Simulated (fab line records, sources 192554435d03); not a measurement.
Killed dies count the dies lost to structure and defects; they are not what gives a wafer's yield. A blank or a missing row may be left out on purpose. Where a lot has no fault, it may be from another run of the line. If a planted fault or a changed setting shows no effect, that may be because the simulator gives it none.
Split-lot trial -- flow n5 finfet -- 39 wafers read from 7 lots, route of 1938 steps

THE SPLIT ITSELF
At N5_BEOL_M8_DESCUM_33 (chemistry O2, time 7 s), the setting time s was moved away from the recipe's 7 s on 18 of the 39 wafers read, by -41.2% to +58.4%. For the rest of the wafers, this setting stayed at what the recipe calls for.

No step appears in the file between the split and the reading.

THE READING
BEOL_M8.cd nm (the simulator's own value, which no gauge read), in nm, at N5_BEOL_M8_ETCH_72 (etches underlayer in N2/H2, target depth 6.5 nm, time 5.2 s). No usual value for it is given in the file. The 21 wafers here that ran the recipe average 39.9 nm, standard deviation 0.18 nm.

wafer,"tool, chamber at the split","time s as run, s",against the recipe,"BEOL_M8.cd nm, nm",against lot-mates on the recipe
L076.1,"rie diel-01, 0,3",7,recipe,40,-
L076.6,"rie diel-01, 0,3",7,recipe,40,-
L076.2,"rie diel-01, 1",7,recipe,39.8,-
L076.3,"rie diel-01, 2,0",9.92,+41.7%,40.4,+0.5
L076.4,"rie diel-01, 3",9.92,+41.7%,40.4,+0.5
L076.5,"rie diel-01, 2,0",9.92,+41.7%,40.4,+0.5
L078.1,"rie diel-01, 2",9.926,+41.8%,40.6,+0.5
L078.5,"rie diel-01, 2",9.926,+41.8%,40.6,+0.5
L078.6,"rie diel-01, 3",9.926,+41.8%,40.6,+0.5
L078.2,"rie diel-01, 3",7,recipe,40.2,-
L078.3,"rie diel-01, 0,1",7,recipe,40,-
L078.4,"rie diel-01, 0,1",7,recipe,40,-
L085.1,"rie diel-01, 2",4.367,-37.6%,39.4,-0.3
L085.3,"rie diel-01, 1",4.367,-37.6%,39.4,-0.3
L085.2,"rie diel-01, 0,2,3",7,recipe,39.6,-
L085.4,"rie diel-01, 3",4.367,-37.6%,39.6,-0.1
L085.5,"rie diel-01, 0,2,3",7,recipe,39.8,-
L085.6,"rie diel-01, 0,2,3",7,recipe,39.8,-
L087.3,"rie diel-02, 1,2",7,recipe,40,-
L087.4,"rie diel-02, 1,2",7,recipe,40,-
L087.5,"rie diel-02, 2",7,recipe,39.8,-
L091.1,"rie diel-01, 0,2,1",9.536,+36.2%,40,+0.3
L091.4,"rie diel-01, 0,2,1",9.536,+36.2%,40,+0.3
L091.2,"rie diel-01, 3,0",7,recipe,39.8,-
L091.6,"rie diel-01, 3,0",7,recipe,39.8,-
L091.3,"rie diel-01, 1",7,recipe,39.6,-
L091.5,"rie diel-01, 0,2,1",9.536,+36.2%,40.2,+0.5
L097.1,"rie diel-01, 0,1",7,recipe,40,-
L097.3,"rie diel-01, 3",7,recipe,40,-
L097.4,"rie diel-01, 0,1",7,recipe,40,-
L097.2,"rie diel-01, 2,0,3",11.09,+58.4%,40.6,+0.6
L097.5,"rie diel-01, 2,0,3",11.09,+58.4%,40.4,+0.4
L097.6,"rie diel-01, 2,0,3",11.09,+58.4%,40.4,+0.4
L096.1,"rie diel-02, 3,0",7,recipe,40.2,-
L096.4,"rie diel-02, 1",7,recipe,40.2,-
L096.5,"rie diel-02, 3,0",7,recipe,40.2,-
L096.2,"rie diel-02, 0",4.117,-41.2%,39.8,-0.4
L096.3,"rie diel-02, 2,3",4.117,-41.2%,39.8,-0.4
L096.6,"rie diel-02, 2,3",4.117,-41.2%,39.6,-0.6
If several chambers appear in one row, that row covers several wafers at once and the file leaves open which wafer was in which chamber.

THE FIT
A straight line over all 39 wafers: BEOL_M8.cd nm changes by +0.00946 nm for each +1% of time s; r = +0.83; the points scatter about the line by 0.18 nm.
The same after taking each lot's own level away (the mean of its wafers on the recipe; 39 wafers): +0.00967 nm for each +1%; r = +0.94; scatter 0.1 nm.
The reading moves by 0.57 nm for the largest change in time s, on that fit.
The span of the lots' own levels, 39.73 to 40.20 nm, comes to 2.6 times the standard deviation stated above.
Consequently the slope shifts little with the lot-to-lot level, the two slopes agreeing.
Check: with one of the wafers moved furthest among these (+58.4%) left out of the fit, the line predicts +0.57 nm for it against its lot-mates. Against them it came out at +0.6 nm.

OTHER SPLITS APPLIED TO THESE WAFERS
Before the reading, these wafers also passed through other splits. Each is held against what the fit with the lots' levels taken away leaves over:
other split on the same wafers,wafers away from the commonest value,r with BEOL_M8.cd nm (lot level and that fit taken away)
N5_BEOL_M1_VIA_ETCH_34 target depth a,15,-0.09
N5_BEOL_M3_ILD_DEP_00 target thk a,6,+0.04

THE WHOLE CHAIN: every reading that the file lists as answering this split, in the file's order
step,what it does,reading,change (the file's fit),r (the file's)
N5_BEOL_M8_DESCUM_33,"chemistry O2, time 7 s","CAR-EUV_of_BEOL_M8_COAT_22.thk nm (the simulator's own value, which no gauge read)",-0.0345 nm for each +1% of the setting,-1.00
N5_BEOL_M8_DESCUM_33,"chemistry O2, time 7 s","BEOL_M8.cd nm (the simulator's own value, which no gauge read)",+0.0112 nm for each +1% of the setting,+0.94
N5_BEOL_M8_ETCH_72,"etches underlayer in N2/H2, target depth 6.5 nm, time 5.2 s","BEOL_M8.cd nm (the simulator's own value, which no gauge read)",+0.00974 nm for each +1% of the setting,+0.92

FILE'S OWN FIT
BEOL_M8.cd nm changes by +0.00974 nm for each +1% of time s, r = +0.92.
